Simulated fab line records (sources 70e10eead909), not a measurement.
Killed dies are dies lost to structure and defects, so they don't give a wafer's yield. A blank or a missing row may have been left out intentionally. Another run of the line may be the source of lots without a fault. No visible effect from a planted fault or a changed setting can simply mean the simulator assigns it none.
fab line records + flow nandHarc
[record]
- lots = 6
- wafers = 18
- lastDay = 34
route steps=1302 shown A_ONON_D1@438 A_CHANNEL_HOLE_D1@450 END@1302
lots that met no fault: from a run of the same line without faults
startH: the number of hours between the record's first day and the start of the first shown wafer of the lot + waitH: how many hours have passed since the lot's step before this one + " identical to the entry in the row above + L1.1+2: one row covering several wafers at once + - no value present, or no start provided + * or withheld: withheld + < > ~ a bound
route shown NAME@n: NAME is a module with steps in the file, n the number in the route of the first one + usual: the fault-free wafers' mean and standard deviation + same: alike in all rows + chamber/n: place in a boat + sites: per-site readings + _std_site: their standard deviation + _edge_site: mean of outer sites minus mean of inner sites + radiusMm: for every site, how far away it sits from the centre of the wafer + mask NAME#n: copy n + behind: tool/chamber where the wafer was last shaped + hold: why the lot went on hold/how many hours it stayed there/how the hold came to an end + device: transistor that didn't switch, given as n, p or np + end of line: at the end of the route, the tests of the same wafers + a step given without rows: its recipe and nothing more + killed: at the first sort, the dies lost to defects and structure; wafer yield is something else + map: a wafer's dies, x killed, . not, _ none there
set.NAME: setting as actually run; set.NAME@STEP: the setting as run at that earlier step + model.NAME: the simulator's own value behind a step, which no gauge read
lots at selected steps of the route; one table per step, one row per wafer
services: a tool's chamber out of use, with start hour (startH, from the record's first day; less than 0 if before it), hours out, and reason
[[steps]]
[step NHARC_A_ONON_D1_DEP_19]
[recipe]
- targetThkA = 10000
- n2FlowSccm = 2750
- n2oFlowSccm = 2000
- nh3FlowSccm = 500
- sih4FlowSccm = 210
- tempC = 400
[step NHARC_A_ONON_D1_THK_MEAS_21]
[recipe]
- thkMeasGauge = ellipsometry
[usual]
- thkNm = 1001/11
| lot.wafer | tool         | chamber | startH | waitH | thkNm |
|-----------|--------------|---------|--------|-------|-------|
| L417.1    | filmMetro-02 | -       | 213.64 | -     | 1031  |
| L417.2    | "            | -       | "      | "     | 1030  |
| L417.5    | "            | -       | "      | "     | 1030  |
| L423.1    | filmMetro-01 | -       | 283.99 | -     | 1005  |
| L423.4    | "            | -       | "      | "     | 1003  |
| L423.6    | "            | -       | "      | "     | 1004  |
| L426.3    | filmMetro-02 | -       | 316.68 | -     | 1002  |
| L426.4    | "            | -       | "      | "     | 1001  |
| L426.6    | "            | -       | "      | "     | 1000  |
| L430.3    | filmMetro-02 | -       | 341.12 | -     | 1001  |
| L430.4    | "            | -       | "      | "     | 1000  |
| L430.6    | "            | -       | "      | "     | 1001  |
| L435.1    | filmMetro-02 | -       | 399.07 | -     | 998   |
| L435.3    | "            | -       | "      | "     | 998   |
| L435.5    | "            | -       | "      | "     | 999   |
| L436.2    | filmMetro-01 | -       | 406.72 | -     | 991   |
| L436.4    | "            | -       | "      | "     | 991   |
| L436.6    | "            | -       | "      | "     | 990   |
[step NHARC_A_ONON_D1_DEP_22]
[recipe]
- targetThkA = 10000
- n2FlowSccm = 2750
- n2oFlowSccm = 2000
- nh3FlowSccm = 500
- sih4FlowSccm = 210
- tempC = 400
[step NHARC_A_ONON_D1_THK_MEAS_24]
[recipe]
- thkMeasGauge = ellipsometry
[usual]
- thkNm = 998/7.7
| lot.wafer | tool         | chamber | startH | waitH | thkNm |
|-----------|--------------|---------|--------|-------|-------|
| L417.1    | filmMetro-01 | -       | 214.20 | -     | 1005  |
| L417.2    | "            | -       | "      | "     | 1005  |
| L417.5    | "            | -       | "      | "     | 1004  |
| L423.1    | filmMetro-01 | -       | 284.55 | -     | 994   |
| L423.4    | "            | -       | "      | "     | 996   |
| L423.6    | "            | -       | "      | "     | 995   |
| L426.3    | filmMetro-02 | -       | 317.25 | -     | 991   |
| L426.4    | "            | -       | "      | "     | 992   |
| L426.6    | "            | -       | "      | "     | 991   |
| L430.3    | filmMetro-01 | -       | 341.68 | -     | 996   |
| L430.4    | "            | -       | "      | "     | 997   |
| L430.6    | "            | -       | "      | "     | 996   |
| L435.1    | filmMetro-02 | -       | 399.65 | -     | 994   |
| L435.3    | "            | -       | "      | "     | 993   |
| L435.5    | "            | -       | "      | "     | 995   |
| L436.2    | filmMetro-01 | -       | 407.28 | -     | 996   |
| L436.4    | "            | -       | "      | "     | 995   |
| L436.6    | "            | -       | "      | "     | 996   |
[step NHARC_A_ONON_D1_DEP_25]
[recipe]
- targetThkA = 10000
- n2FlowSccm = 2750
- n2oFlowSccm = 2000
- nh3FlowSccm = 500
- sih4FlowSccm = 210
- tempC = 400
[step NHARC_A_ONON_D1_THK_MEAS_27]
[recipe]
- thkMeasGauge = ellipsometry
[usual]
- thkNm = 998/12
| lot.wafer | tool         | chamber | startH | waitH | thkNm |
|-----------|--------------|---------|--------|-------|-------|
| L417.1    | filmMetro-01 | -       | 214.77 | -     | 1013  |
| L417.2    | "            | -       | "      | "     | 1014  |
| L417.5    | "            | -       | "      | "     | 1013  |
| L423.1    | filmMetro-02 | -       | 285.11 | -     | 1012  |
| L423.4    | "            | -       | "      | "     | 1012  |
| L423.6    | "            | -       | "      | "     | 1013  |
| L426.3    | filmMetro-01 | -       | 317.84 | -     | 984   |
| L426.4    | "            | -       | "      | "     | 984   |
| L426.6    | "            | -       | "      | "     | 983   |
| L430.3    | filmMetro-01 | -       | 342.24 | -     | 993   |
| L430.4    | "            | -       | "      | "     | 992   |
| L430.6    | "            | -       | "      | "     | 991   |
| L435.1    | filmMetro-01 | -       | 400.22 | -     | 995   |
| L435.3    | "            | -       | "      | "     | 994   |
| L435.5    | "            | -       | "      | "     | 996   |
| L436.2    | filmMetro-01 | -       | 407.85 | -     | 973   |
| L436.4    | "            | -       | "      | "     | 972   |
| L436.6    | "            | -       | "      | "     | 973   |
[step NHARC_A_ONON_D1_DEP_28]
[recipe]
- targetThkA = 10000
- n2FlowSccm = 2750
- n2oFlowSccm = 2000
- nh3FlowSccm = 500
- sih4FlowSccm = 210
- tempC = 400
[step NHARC_A_ONON_D1_THK_MEAS_30]
[recipe]
- thkMeasGauge = ellipsometry
[usual]
- thkNm = 1001/11
| lot.wafer | tool         | chamber | startH | waitH | thkNm |
|-----------|--------------|---------|--------|-------|-------|
| L417.1    | filmMetro-02 | -       | 215.33 | -     | 1002  |
| L417.2    | "            | -       | "      | "     | 1004  |
| L417.5    | "            | -       | "      | "     | 1004  |
| L423.1    | filmMetro-02 | -       | 285.68 | -     | 1031  |
| L423.4    | "            | -       | "      | "     | 1032  |
| L423.6    | "            | -       | "      | "     | 1031  |
| L426.3    | filmMetro-01 | -       | 318.40 | -     | 1010  |
| L426.4    | "            | -       | "      | "     | 1010  |
| L426.6    | "            | -       | "      | "     | 1011  |
| L430.3    | filmMetro-01 | -       | 342.81 | -     | 991   |
| L430.4    | "            | -       | "      | "     | 992   |
| L430.6    | "            | -       | "      | "     | 990   |
| L435.1    | filmMetro-01 | -       | 400.78 | -     | 1005  |
| L435.3    | "            | -       | "      | "     | 1006  |
| L435.5    | "            | -       | "      | "     | 1004  |
| L436.2    | filmMetro-01 | -       | 408.42 | -     | 1001  |
| L436.4    | "            | -       | "      | "     | 999   |
| L436.6    | "            | -       | "      | "     | 1000  |
[step NHARC_A_ONON_D1_DEP_33]
[recipe]
- targetThkA = 2000
- tempC = 400
- pressureTorr = 6.5
- rfW = 900
- teosFlowSccm = 161.4
- flowSccm = 2650
- targetThkNm = 200
- gas = O2
- material = SiO2
[usual]
- heaterPowerW = 599/120
- rfFwdPowerW = 898.3/2.8
- throttleValvePct = 15.9/0.48
| lot.wafer | tool     | chamber | startH | waitH | heaterPowerW | rfFwdPowerW | throttleValvePct |
|-----------|----------|---------|--------|-------|--------------|-------------|------------------|
| L417.1    | pecvd-02 | 2       | 215.39 | 0.1   | 736          | 894.9       | 15.5             |
| L417.2    | "        | 1       | "      | "     | 561          | 895.2       | 15.8             |
| L417.5    | "        | 2       | "      | "     | 741          | 897.2       | 15.2             |
| L423.1    | pecvd-03 | 0       | 285.78 | 0.1   | 582          | 899.0       | 15.8             |
| L423.4    | "        | 2       | "      | "     | 637          | 899.5       | 15.9             |
| L423.6    | "        | 1       | "      | "     | 608          | 897.3       | 17.1             |
| L426.3    | pecvd-03 | 1       | 318.55 | 0.1   | 692          | 896.4       | 16.7             |
| L426.4    | "        | 2       | "      | "     | 580          | 897.3       | 15.9             |
| L426.6    | "        | 0       | "      | "     | 593          | 894.9       | 15.7             |
| L430.3    | pecvd-02 | 0       | 342.91 | 0.1   | 464          | 901.5       | 15.3             |
| L430.4    | "        | 2       | "      | "     | 787          | 900.0       | 15.2             |
| L430.6    | "        | 0       | "      | "     | 465          | 897.3       | 15.5             |
| L435.1    | pecvd-01 | 1       | 400.93 | 0.1   | 708          | 896.8       | 16.5             |
| L435.3    | "        | 0       | "      | "     | 412          | 898.9       | 15.7             |
| L435.5    | "        | 0       | "      | "     | 432          | 895.9       | 16.2             |
| L436.2    | pecvd-03 | 1       | 408.54 | 0.1   | 543          | 899.1       | 16.3             |
| L436.4    | "        | 2       | "      | "     | 634          | 902.6       | 15.2             |
| L436.6    | "        | 2       | "      | "     | 643          | 901.5       | 15.5             |
[step NHARC_A_ONON_D1_THK_MEAS_34]
[recipe]
- thkMeasGauge = ellipsometry
[usual]
- thkNm = 200/3.5
| lot.wafer | tool         | chamber | startH | waitH | thkNm |
|-----------|--------------|---------|--------|-------|-------|
| L417.1    | filmMetro-01 | -       | 215.80 | -     | 196   |
| L417.2    | "            | -       | "      | "     | 192   |
| L417.5    | "            | -       | "      | "     | 201   |
| L423.1    | filmMetro-01 | -       | 286.15 | -     | 197   |
| L423.4    | "            | -       | "      | "     | 193   |
| L423.6    | "            | -       | "      | "     | 199   |
| L426.3    | filmMetro-02 | -       | 318.87 | -     | 194   |
| L426.4    | "            | -       | "      | "     | 198   |
| L426.6    | "            | -       | "      | "     | 203   |
| L430.3    | filmMetro-02 | -       | 343.28 | -     | 201   |
| L430.4    | "            | -       | "      | "     | 201   |
| L430.6    | "            | -       | "      | "     | 204   |
| L435.1    | filmMetro-02 | -       | 401.35 | -     | 201   |
| L435.3    | "            | -       | "      | "     | 195   |
| L435.5    | "            | -       | "      | "     | 201   |
| L436.2    | filmMetro-02 | -       | 409.02 | 0.4   | 198   |
| L436.4    | "            | -       | "      | "     | 199   |
| L436.6    | "            | -       | "      | "     | 199   |
[step NHARC_A_ONON_D1_INSPECT_32]
[usual]
- rawDefectCount = 71/24
| lot.wafer | tool             | chamber | startH | waitH | rawDefectCount |
|-----------|------------------|---------|--------|-------|----------------|
| L417.1    | defectInspect-02 | -       | 215.89 | 0.0   | 59             |
| L417.2    | "                | -       | "      | "     | 76             |
| L417.5    | "                | -       | "      | "     | 73             |
| L423.1    | defectInspect-01 | -       | 286.23 | 0.0   | 50             |
| L423.4    | "                | -       | "      | "     | 54             |
| L423.6    | "                | -       | "      | "     | 46             |
| L426.3    | defectInspect-01 | -       | 318.96 | 0.0   | 87             |
| L426.4    | "                | -       | "      | "     | 73             |
| L426.6    | "                | -       | "      | "     | 95             |
| L430.3    | defectInspect-02 | -       | 343.35 | 0.0   | 50             |
| L430.4    | "                | -       | "      | "     | 62             |
| L430.6    | "                | -       | "      | "     | 52             |
| L435.1    | defectInspect-02 | -       | 401.41 | 0.0   | 60             |
| L435.3    | "                | -       | "      | "     | 89             |
| L435.5    | "                | -       | "      | "     | 75             |
| L436.2    | defectInspect-01 | -       | 409.11 | 0.0   | 44             |
| L436.4    | "                | -       | "      | "     | 67             |
| L436.6    | "                | -       | "      | "     | 74             |
[step NHARC_A_CHANNEL_HOLE_D1_DEP_00]
[recipe]
- targetThkA = 31000
- tempC = 400
- material = aC
[usual]
- throttleValvePct = 35.000/0.0089
| lot.wafer | tool      | chamber | startH | waitH | throttleValvePct |
|-----------|-----------|---------|--------|-------|------------------|
| L417.1    | aclDep-01 | 0       | 219.67 | 3.8   | 34.996           |
| L417.2    | "         | 0       | "      | "     | 35.003           |
| L417.5    | "         | 0       | "      | "     | 34.982           |
| L423.1    | aclDep-03 | 0       | 288.18 | 2.0   | 35.000           |
| L423.4    | "         | 0       | "      | "     | 35.004           |
| L423.6    | "         | 0       | "      | "     | 34.998           |
| L426.3    | aclDep-03 | 0       | 319.66 | 0.7   | 34.998           |
| L426.4    | "         | 0       | "      | "     | 34.999           |
| L426.6    | "         | 0       | "      | "     | 34.990           |
| L430.3    | aclDep-02 | 0       | 344.05 | 0.7   | 34.991           |
| L430.4    | "         | 0       | "      | "     | 34.990           |
| L430.6    | "         | 0       | "      | "     | 35.007           |
| L435.1    | aclDep-02 | 0       | 401.48 | 0.1   | 35.000           |
| L435.3    | "         | 0       | "      | "     | 35.007           |
| L435.5    | "         | 0       | "      | "     | 35.008           |
| L436.2    | aclDep-03 | 0       | 409.83 | 0.7   | 35.010           |
| L436.4    | "         | 0       | "      | "     | 35.002           |
| L436.6    | "         | 0       | "      | "     | 35.000           |
[step NHARC_A_CHANNEL_HOLE_D1_DEP_01]
[recipe]
- targetThkA = 1400
- targetThkNm = 140
- tempC = 400
- pressureTorr = 3.5
- flowSccm = 200
- rfW = 350
- material = SiON
[usual]
- heaterPowerW = 768/130
- rfFwdPowerW = 348.4/1.2
| lot.wafer | tool     | chamber | startH | waitH | heaterPowerW | rfFwdPowerW |
|-----------|----------|---------|--------|-------|--------------|-------------|
| L417.1    | pecvd-01 | 1       | 221.60 | 1.6   | 1033         | 348.9       |
| L417.2    | "        | 0       | "      | "     | 608          | 348.2       |
| L417.5    | "        | 0       | "      | "     | 625          | 347.5       |
| L423.1    | pecvd-01 | 1       | 290.15 | 1.6   | 937          | 349.7       |
| L423.4    | "        | 0       | "      | "     | 619          | 347.9       |
| L423.6    | "        | 2       | "      | "     | 772          | 346.3       |
| L426.3    | pecvd-03 | 2       | 321.00 | 1.0   | 790          | 348.9       |
| L426.4    | "        | 2       | "      | "     | 860          | 348.6       |
| L426.6    | "        | 0       | "      | "     | 685          | 348.6       |
| L430.3    | pecvd-03 | 0       | 345.39 | 1.0   | 647          | 347.9       |
| L430.4    | "        | 1       | "      | "     | 863          | 348.3       |
| L430.6    | "        | 2       | "      | "     | 856          | 348.6       |
| L435.1    | pecvd-03 | 0       | 403.44 | 1.6   | 782          | 348.1       |
| L435.3    | "        | 1       | "      | "     | 712          | 350.5       |
| L435.5    | "        | 0       | "      | "     | 779          | 348.0       |
| L436.2    | pecvd-04 | 1       | 411.49 | 1.3   | 640          | 348.5       |
| L436.4    | "        | 2       | "      | "     | 796          | 350.8       |
| L436.6    | "        | 1       | "      | "     | 521          | 349.5       |
[step NHARC_A_CHANNEL_HOLE_D1_DEHYDRATE_02]
[recipe]
- tempC = 150
- timeS = 120
[step NHARC_A_CHANNEL_HOLE_D1_HMDS_03]
[recipe]
- timeS = 30
[step NHARC_A_CHANNEL_HOLE_D1_COAT_36]
[recipe]
- tempC = 260
- timeS = 75
[step NHARC_A_CHANNEL_HOLE_D1_COAT_37]
[recipe]
- tempC = 225
- timeS = 65
[step NHARC_A_CHANNEL_HOLE_D1_COAT_04]
[recipe]
- spinRpm = 1500
- resistThkNm = 90
[step NHARC_A_CHANNEL_HOLE_D1_SOFTBAKE_05]
[recipe]
- tempC = 105
- timeS = 55
[step NHARC_A_CHANNEL_HOLE_D1_EBR_06]
[step NHARC_A_CHANNEL_HOLE_D1_EXPOSE_07]
[recipe]
- na = 1.35
- targetCdNm = 100
- sigmaOuter = 0.3
- doseMj = 59.65
- maskId = HOLE_D1
[step NHARC_A_CHANNEL_HOLE_D1_PEB_08]
[recipe]
- pebTempC = 100
- pebTimeS = 65
[step NHARC_A_CHANNEL_HOLE_D1_DEVELOP_09]
[recipe]
- developTimeS = 35
- devTempC = 23
[step NHARC_A_CHANNEL_HOLE_D1_CD_MEAS_10]
[recipe]
- targetCdNm = 100
- landingEnergyEv = 500
[usual]
- cdNm = 99.9/0.67
| lot.wafer | tool     | chamber | startH | waitH | cdNm  |
|-----------|----------|---------|--------|-------|-------|
| L417.1    | cdSem-03 | 0       | 222.20 | -     | 99.8  |
| L417.2    | "        | 0       | "      | "     | 100.5 |
| L417.5    | "        | 0       | "      | "     | 100.5 |
| L423.1    | cdSem-03 | 0       | 290.85 | -     | 98.9  |
| L423.4    | "        | 0       | "      | "     | 98.8  |
| L423.6    | "        | 0       | "      | "     | 100.1 |
| L426.3    | cdSem-01 | 0       | 321.60 | -     | 100.1 |
| L426.4    | "        | 0       | "      | "     | 99.9  |
| L426.6    | "        | 0       | "      | "     | 100.6 |
| L430.3    | cdSem-03 | 0       | 346.06 | -     | 99.4  |
| L430.4    | "        | 0       | "      | "     | 100.4 |
| L430.6    | "        | 0       | "      | "     | 99.4  |
| L435.1    | cdSem-03 | 0       | 404.13 | -     | 99.7  |
| L435.3    | "        | 0       | "      | "     | 98.8  |
| L435.5    | "        | 0       | "      | "     | 99.1  |
| L436.2    | cdSem-03 | 0       | 412.04 | -     | 99.9  |
| L436.4    | "        | 0       | "      | "     | 99.1  |
| L436.6    | "        | 0       | "      | "     | 100.5 |
[step NHARC_A_CHANNEL_HOLE_D1_OVL_MEAS_11]
[usual]
- overlayXNm = 0.1/0.83
- overlayYNm = 0.0/0.93
| lot.wafer | tool       | chamber | startH | waitH | overlayXNm | overlayYNm |
|-----------|------------|---------|--------|-------|------------|------------|
| L417.1    | overlay-02 | -       | 222.28 | -     | 0.8        | -0.6       |
| L417.2    | "          | -       | "      | "     | 0.5        | -0.2       |
| L417.5    | "          | -       | "      | "     | 0.7        | 0.0        |
| L423.1    | overlay-01 | -       | 290.94 | -     | -0.5       | 1.1        |
| L423.4    | "          | -       | "      | "     | -0.5       | 0.9        |
| L423.6    | "          | -       | "      | "     | -0.4       | 1.2        |
| L426.3    | overlay-01 | -       | 321.68 | -     | 0.3        | -1.5       |
| L426.4    | "          | -       | "      | "     | 0.2        | -1.6       |
| L426.6    | "          | -       | "      | "     | -0.3       | -1.7       |
| L430.3    | overlay-01 | -       | 346.14 | -     | 0.3        | 0.4        |
| L430.4    | "          | -       | "      | "     | -0.6       | 0.2        |
| L430.6    | "          | -       | "      | "     | -0.2       | -0.1       |
| L435.1    | overlay-02 | -       | 404.22 | -     | 1.3        | 0.3        |
| L435.3    | "          | -       | "      | "     | 1.1        | 0.2        |
| L435.5    | "          | -       | "      | "     | 0.6        | 0.8        |
| L436.2    | overlay-02 | -       | 412.12 | -     | 1.2        | 0.6        |
| L436.4    | "          | -       | "      | "     | 1.6        | 1.3        |
| L436.6    | "          | -       | "      | "     | 0.9        | 1.2        |
[step NHARC_A_CHANNEL_HOLE_D1_INSPECT_12]
[usual]
- rawDefectCount = 5.5/2.8
| lot.wafer | tool             | chamber | startH | waitH | hold                    | rawDefectCount |
|-----------|------------------|---------|--------|-------|-------------------------|----------------|
| L417.1    | defectInspect-01 | -       | 222.32 | 0.0   | -                       | 5              |
| L417.2    | "                | -       | "      | "     | -                       | 7              |
| L417.5    | "                | -       | "      | "     | -                       | 3              |
| L423.1    | defectInspect-02 | -       | 290.97 | 0.0   | awaitDispo/0.2h/release | 309            |
| L423.4    | "                | -       | "      | "     | awaitDispo/0.2h/release | 283            |
| L423.6    | "                | -       | "      | "     | awaitDispo/0.2h/release | 291            |
| L423.1    | defectInspect-02 | -       | 291.15 | 0.2   | -                       | 314            |
| L423.4    | "                | -       | "      | "     | -                       | 279            |
| L423.6    | "                | -       | "      | "     | -                       | 294            |
| L426.3    | defectInspect-01 | -       | 321.72 | 0.0   | awaitDispo/0.2h/release | 314            |
| L426.4    | "                | -       | "      | "     | awaitDispo/0.2h/release | 334            |
| L426.6    | "                | -       | "      | "     | awaitDispo/0.2h/release | 277            |
| L426.3    | defectInspect-01 | -       | 321.89 | 0.2   | -                       | 311            |
| L426.4    | "                | -       | "      | "     | -                       | 329            |
| L426.6    | "                | -       | "      | "     | -                       | 269            |
| L430.3    | defectInspect-02 | -       | 346.18 | 0.0   | -                       | 3              |
| L430.4    | "                | -       | "      | "     | -                       | 7              |
| L430.6    | "                | -       | "      | "     | -                       | 4              |
| L435.1    | defectInspect-01 | -       | 404.25 | 0.0   | -                       | 4              |
| L435.3    | "                | -       | "      | "     | -                       | 8              |
| L435.5    | "                | -       | "      | "     | -                       | 6              |
| L436.2    | defectInspect-01 | -       | 412.16 | 0.0   | -                       | 7              |
| L436.4    | "                | -       | "      | "     | -                       | 4              |
| L436.6    | "                | -       | "      | "     | -                       | 3              |
[step NHARC_END_SORT_01]
[recipe]
- tempC = 25
[usual]
- defectLimitedYield = 91/3.1
- killedAtArray = 57/21
- killedAtOther = 0.9/1.2
- killedAtPeriphery = 4.2/2.9
- killedDies = 62/21
- killedOpen = 3.2/1.8
- killedShort = 2.4/1.5
[same]
- grossDies = 677
| lot.wafer | tool      | chamber | startH | waitH | defectLimitedYield[%] | killedAtArray | killedAtOther | killedAtPeriphery | killedDies | killedOpen | killedShort |
|-----------|-----------|---------|--------|-------|-----------------------|---------------|---------------|-------------------|------------|------------|-------------|
| L417.1    | prober-02 | 0       | 595.50 | 2.5   | 94                    | 41            | 0             | 3                 | 44         | 3          | 3           |
| L417.2    | prober-02 | 0       | 596.28 | 2.8   | 93                    | 46            | 1             | 1                 | 48         | 3          | 4           |
| L417.5    | prober-02 | 0       | 598.64 | 3.6   | 92                    | 43            | 2             | 8                 | 53         | 7          | 4           |
// killed by level:class
L417.1 A_CHANNEL_HOLE_D2:chamberFilmFlake=32 P_GATE:chamberFilmFlake=2 A_CONTACT:chamberFilmFlake=2 P_CONTACT:geometricParticle:open=1 A_SOURCE_PLATE:geometricParticle:short=1 A_ONON_D1:geometricParticle:short=1 A_CHANNEL_FILL_D1:geometricParticle:open=1 A_ONON_D2:geometricParticle:open=1
L417.2 A_CHANNEL_HOLE_D2:chamberFilmFlake=28 A_CHANNEL_HOLE_D1:chamberFilmFlake=6 A_CHANNEL_FILL_D1:chamberFilmFlake=2 A_M1:chamberFilmFlake=2 P_CONTACT:geometricParticle:short=1 A_SOURCE_PLATE:geometricParticle:short=1 A_CHANNEL_HOLE_D1:geometricParticle:open=1 A_CHANNEL_FILL_D1:geometricParticle:short=1
L417.5 A_CHANNEL_HOLE_D2:chamberFilmFlake=28 A_CHANNEL_HOLE_D1:chamberFilmFlake=4 P_STI:chamberFilmFlake=3 P_CONTACT:geometricParticle:open=2 P_GATE:chamberFilmFlake=2 THIN_TSV:chamberFilmFlake=2 P_CONTACT:geometricParticle:short=1 A_SOURCE_PLATE:geometricParticle:short=1
[[services]]
| tool      | chamber | startH | hours | kind      |
|-----------|---------|--------|-------|-----------|
| pecvd-03  | 0       | 198.09 | -     | clean     |
| pecvd-03  | 1       | 198.09 | -     | clean     |
| pecvd-03  | 2       | 198.09 | -     | clean     |
| pecvd-02  | -       | 227.00 | 13.0  | pm        |
| aclDep-02 | -       | 249.35 | 13.0  | pm        |
| pecvd-01  | -       | 256.46 | 1.0   | repair    |
| pecvd-04  | -       | 269.12 | 13.0  | pm        |
| pecvd-04  | -       | 297.92 | 3.2   | repair    |
| aclDep-03 | -       | 300.94 | 13.0  | pm        |
| pecvd-01  | -       | 311.10 | 13.0  | pm        |
| pecvd-01  | -       | 334.14 | 4.8   | repair    |
| pecvd-03  | -       | 341.62 | 1.5   | repair    |
| pecvd-04  | 1       | 348.25 | 4.9   | repair    |
| pecvd-02  | 0       | 356.47 | 15.9  | repair    |
| pecvd-03  | -       | 366.09 | 13.0  | pm        |
| pecvd-03  | 0       | 366.09 | 13.0  | ventCycle |
| pecvd-03  | 1       | 366.09 | 13.0  | ventCycle |
| pecvd-03  | 2       | 366.09 | 13.0  | ventCycle |
| aclDep-01 | -       | 371.57 | 13.0  | pm        |
| pecvd-03  | 0       | 379.09 | -     | clean     |
| pecvd-03  | 1       | 379.09 | -     | clean     |
| pecvd-03  | 0       | 380.62 | 22.0  | repair    |
| pecvd-03  | 0       | 407.19 | 124.3 | repair    |
| pecvd-02  | -       | 408.00 | 13.0  | pm        |
[[key]]
[firstSign]
- step = NHARC_A_CHANNEL_HOLE_D1_INSPECT_12
- reading = visit
- direction = added
[effect]
- step = NHARC_A_CHANNEL_HOLE_D1_INSPECT_12
- reading = rawDefectCount
- direction = up
- sigmas = 99+
- usual = 5.5
- struck = 301.3
metAt NHARC_A_CHANNEL_HOLE_D1_DEP_00
struckWafers L423.1,L423.4,L423.6,L426.3,L426.4,L426.6
scrappedBehind NHARC_A_CHANNEL_HOLE_D1_INSPECT_12 L423.1,L423.4,L423.6,L426.3,L426.4,L426.6
[fault]
- kind = chamberParticleSource
- tool = aclDep-03
- chamber = -
- onsetH = 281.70
- steps = NHARC_A_CHANNEL_HOLE_D1_DEP_00
- ratePerVisitCm2 = 0.4706
- endH = 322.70
